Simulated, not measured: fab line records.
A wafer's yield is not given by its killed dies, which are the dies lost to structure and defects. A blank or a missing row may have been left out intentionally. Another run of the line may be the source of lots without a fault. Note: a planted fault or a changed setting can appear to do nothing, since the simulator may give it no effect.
Struck lot and sound lot, side by side | flow n5Finfet | 36 out of 1938 route steps
Sound: wafers L449.2, L449.4, L449.6. Struck: wafers L466.2, L466.5, L466.6. At the end, the cause is stated.
Order at every step that has rows: each side's tool, ch and its chambers, its first start. Under that, the readings that differ: sound wafers | struck wafers | difference of the means | sigmas: that difference in standard deviations of wafers without a fault.
alike: words and numbers the same on both sides, and readings whose means are apart by under 2 such deviations; not compared: readings that were withheld, readings missing a value for some wafer, numbers with overlapping values and no deviation given by the record, and bounds like >300 which may hide the same value.
A row with sigmas, a row that says differs or no value, or rows on one side alone: a step with any of these is where the two part. Numbers that have no deviation but don't overlap get no sigmas and don't part them. A reading missing from all wafers of one side parts the sides only when that side holds two or more wafers.

first, 11 steps without rows for these wafers: N5_BEOL_M0_SPUTTER_116 (material Cu, target thk 4 nm, time 7.37 s); N5_BEOL_M0_ANNEAL_117 (time 60 s); N5_BEOL_M0_SPUTTER_132 (material Cu, target thk 4 nm, time 7.37 s); N5_BEOL_M0_ANNEAL_133 (time 60 s); N5_BEOL_M0_SPUTTER_134 (material Cu, target thk 4 nm, time 7.37 s); N5_BEOL_M0_ANNEAL_135 (time 60 s); N5_BEOL_M0_SPUTTER_141 (material Cu, target thk 4 nm, time 7.37 s); N5_BEOL_M0_ECD_118 (material Cu, target thk 300 nm); N5_BEOL_M0_ANNEAL_119 (time 90 s); N5_BEOL_M0_CMP_120 (polishes, stops on SiOC, t overpolish 6.9 s); N5_BEOL_M0_PRE_CLEAN_131 (time 15 s).
N5_BEOL_M0_CO_CAP_123: material Co, precursor CCTBA/H2, target thk 2 nm, time 102.1 s.
  sound on cvdCo-02 ch 0,1, day 6 14:02; struck on cvdCo-01 ch 0,2, day 10 16:22
reading          | sound       | struck      | difference | sigmas
heaterPowerW (W) | 187 223 187 | 233 244 234 | +38        | +2
then, 23 steps without rows for these wafers: N5_BEOL_M0_PRE_CLEAN_124 (time 15 s); N5_BEOL_M0_DEP_125 (deposits SiCN from 3MS/NH3, target thk 8 nm, time 14 s); N5_BEOL_M1_ILD_DEP_00 (deposits SiOC from DEMS/O2, target thk 79 nm, time 15.3 s); N5_BEOL_M1_PECVD_72 (deposits SiO2 from TEOS/O2, target thk 16 nm, time 18 s); N5_BEOL_M1_HM_DEP_02 (deposits TiN, target thk 20 nm); N5_BEOL_M1_COAT_61 (time 60 s, resist thk 60 nm); N5_BEOL_M1_COAT_62 (time 60 s, resist thk 12 nm); N5_BEOL_M1_COAT_73 (time 60 s, resist thk 5 nm); N5_BEOL_M1_COAT_05 (resist thk 30 nm); N5_BEOL_M1_EBR_07; N5_BEOL_M1_SOFTBAKE_06 (time 60 s); N5_BEOL_M1_EXPOSE_08 (exposes mask M1); N5_BEOL_M1_PEB_09 (peb time 60 s); N5_BEOL_M1_DEVELOP_10 (develop time 30 s); N5_BEOL_M1_DESCUM_16 (chemistry O2, time 7 s); N5_BEOL_M1_ETCH_74 (etches underlayer in N2/H2, target depth 6.5 nm, time 5.2 s); N5_BEOL_M1_ETCH_63 (etches SiARC in CF4, target depth 15.6 nm, time 26 s); N5_BEOL_M1_ETCH_64 (etches SOC in N2/H2, target depth 75 nm, overetch 15 nm, time 112.5 s); N5_BEOL_M1_STRIP_65 (strips in N2/H2); N5_BEOL_M1_STRIP_75 (strips in N2/H2); N5_BEOL_M1_STRIP_66 (strips in CF4); N5_BEOL_M1_HM_OPEN_17 (chemistry Cl2/BCl3, target TiN, target depth 20 nm, overetch 6 nm); N5_BEOL_M1_STRIP_19 (strips in O2).
-- record jumps: 6 days separate the struck wafers' starts on either side; left off in module BEOL_M1, taken up again in module PASSIVATION, whose first shown step is the route's number 1936 --
N5_PASSIVATION_PROBE_49:
  only the struck wafers here have rows in the record (prober-02, day 16 21:01); the sound ones have none

## WHERE THEY PART
Last at N5_PASSIVATION_PROBE_49 as far as this record goes, first at N5_BEOL_M0_CO_CAP_123.

WHY: whatever the simulator had introduced
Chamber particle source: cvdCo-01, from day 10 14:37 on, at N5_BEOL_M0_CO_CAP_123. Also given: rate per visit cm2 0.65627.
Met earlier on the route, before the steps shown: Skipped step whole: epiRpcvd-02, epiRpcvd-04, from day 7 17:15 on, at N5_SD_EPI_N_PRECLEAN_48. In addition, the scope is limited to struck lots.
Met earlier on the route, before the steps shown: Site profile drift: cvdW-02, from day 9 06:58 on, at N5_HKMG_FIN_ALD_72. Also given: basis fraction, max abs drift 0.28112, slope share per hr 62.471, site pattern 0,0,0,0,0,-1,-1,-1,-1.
